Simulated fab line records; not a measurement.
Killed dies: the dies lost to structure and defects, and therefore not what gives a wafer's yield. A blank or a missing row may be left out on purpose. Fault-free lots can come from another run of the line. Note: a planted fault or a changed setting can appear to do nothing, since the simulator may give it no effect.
Split-lot trial ; flow n5_finfet ; 21 wafers read from 7 lots, route of 1938 steps

## ABOUT THE SPLIT
At N5_BEOL_M15_TRENCH_ETCH_34 (etches SiO2 in C4F8/O2/Ar, target depth 872.93 nm, time 199 s), the setting time_s was moved away from the recipe's 199 s on 5 of the 21 wafers read, by -13.0% to +21.9%. The other wafers ran this setting at the recipe's value.

## FROM THE SPLIT TO THE READING: what the file shows between them, 12 steps
- N5_BEOL_M15_STRIP_36: strips in O2
- N5_BEOL_M15_STRIP_62: strips in O2
- N5_BEOL_M15_STRIP_37: strips in O2
- N5_BEOL_M15_ETCH_38: etches SiCN in CF4/N2, target depth 106.4 nm, time 120.5 s
- N5_BEOL_M15_PRECLEAN_39: cleans in residue remover, time 60 s
- N5_BEOL_M15_SRD_40: time 30 s, dry time 30 s
- N5_BEOL_M15_ECD_47: material Cu, target thk 1860 nm
- N5_BEOL_M15_ANNEAL_48: time 90 s
- N5_BEOL_M15_CMP_49: polishes, stops on SiO2, t overpolish 4.9 s, target thk 850 nm
- N5_BEOL_M15_THK_MEAS_50: measures by xrf
- N5_BEOL_M15_PRE_CLEAN_52: time 15 s
- N5_BEOL_M15_DEP_53: deposits SiCN from 3MS/NH3, target thk 50 nm, time 17.8 s

## THE READING
At N5_BEOL_M15_RS_MEAS_54, a four-point-probe measurement gives M15_RS in ohm/sq. Typical for fault-free wafers on this fab line: 0.0218 ohm/sq, with standard deviation 0.00037 ohm/sq.

wafer;tool, chamber at the split;time_s as run, s;against the recipe;M15_RS, ohm/sq;against lot-mates on the recipe
L075.1;rie_diel-02, 0;184.4;-7.3%;0.0238;+0.0018
L075.3;rie_diel-02, 3;199;recipe;0.0220;-
L075.6;rie_diel-02, 3;184.4;-7.3%;0.0236;+0.0016
L077.3;rie_diel-03, 0;199;recipe;0.0223;-
L077.4;rie_diel-03, 0;173.2;-13.0%;0.0257;+0.0037
L077.6;rie_diel-03, 1;199;recipe;0.0217;-
L082.4;rie_diel-06, 2;242.6;+21.9%;0.0179;-0.0038
L082.5;rie_diel-06, 2;199;recipe;0.0220;-
L082.6;rie_diel-06, 1;199;recipe;0.0214;-
L089.2;rie_diel-02, 3;199;recipe;0.0222;-
L089.4;rie_diel-02, 2;199;recipe;0.0218;-
L089.6;rie_diel-02, 3;199;recipe;0.0223;-
L092.2;rie_diel-03, 0;199;recipe;0.0223;-
L092.3;rie_diel-03, 2;199;recipe;0.0222;-
L092.4;rie_diel-03, 0;199;recipe;0.0222;-
L096.2;rie_diel-06, 0;199;recipe;0.0212;-
L096.5;rie_diel-06, 1;199;recipe;0.0213;-
L096.6;rie_diel-06, 2;199;recipe;0.0221;-
L097.2;rie_diel-06, 0;218.8;+9.9%;0.0193;-0.0022
L097.3;rie_diel-06, 3;199;recipe;0.0216;-
L097.6;rie_diel-06, 3;199;recipe;0.0215;-

THE FIT
A straight line over all 21 wafers: M15_RS changes by -0.000222 ohm/sq for each +1% of time_s; r = -0.96; the points scatter about the line by 0.00046 ohm/sq.
The same after taking each lot's own level away (the mean of its wafers on the recipe; 21 wafers): -0.000209 ohm/sq for each +1%; r = -0.97; scatter 0.00036 ohm/sq.
That fit puts the effect of the largest move of time_s on the reading at 0.0046 ohm/sq.
Across the lots, their own levels run from 0.02153 to 0.02223 ohm/sq, a range of 1.9 times the standard deviation given above.
Hence the lot-to-lot level has little effect on the slope; both slopes agree.
Check: with one of the wafers moved furthest among these (+21.9%) left out of the fit, the line predicts -0.00553 ohm/sq for it against its lot-mates. Against them it came out at -0.0038 ohm/sq.

## THE OTHER SPLITS THESE WAFERS WENT THROUGH
These wafers also went through other splits before the reading. Each is held against what the fit with the lots' levels taken away leaves over:
other split on the same wafers;wafers away from the commonest value;r with M15_RS (lot level and that fit taken away)
N5_BEOL_M15_ILD_DEP_00 time_s;8;-0.19
N5_BEOL_M15_PEB_26 peb_temp_c;8;+0.13

## THE WHOLE CHAIN: every reading that the file lists as answering this split, in the file's order
step;what it does;reading;change (the file's fit);r (the file's)
N5_BEOL_M15_TRENCH_ETCH_34;etches SiO2 in C4F8/O2/Ar, target depth 872.93 nm, time 199 s;etch.depth_nm (the simulator's own value, which no gauge read);+8.64 nm for each +1% of the setting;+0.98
N5_BEOL_M15_TRENCH_ETCH_34;etches SiO2 in C4F8/O2/Ar, target depth 872.93 nm, time 199 s;coat_of_BEOL_M15_COAT_22.thk_nm (the simulator's own value, which no gauge read);-1.66 nm for each +1% of the setting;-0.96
N5_BEOL_M15_CMP_49;polishes, stops on SiO2, t overpolish 4.9 s, target thk 850 nm;Cu_of_BEOL_M15_ECD_47.thk_nm (the simulator's own value, which no gauge read);+8.55 nm for each +1% of the setting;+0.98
N5_BEOL_M15_THK_MEAS_50;measures by xrf;M15_THK;+8.68 for each +1% of the setting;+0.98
N5_BEOL_M15_RS_MEAS_54;measures by four-point-probe;M15_RS;-0.000207 for each +1% of the setting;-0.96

## THE FILE'S OWN FIT
M15_RS changes by -0.000207 ohm/sq for each +1% of time_s, r = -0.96.
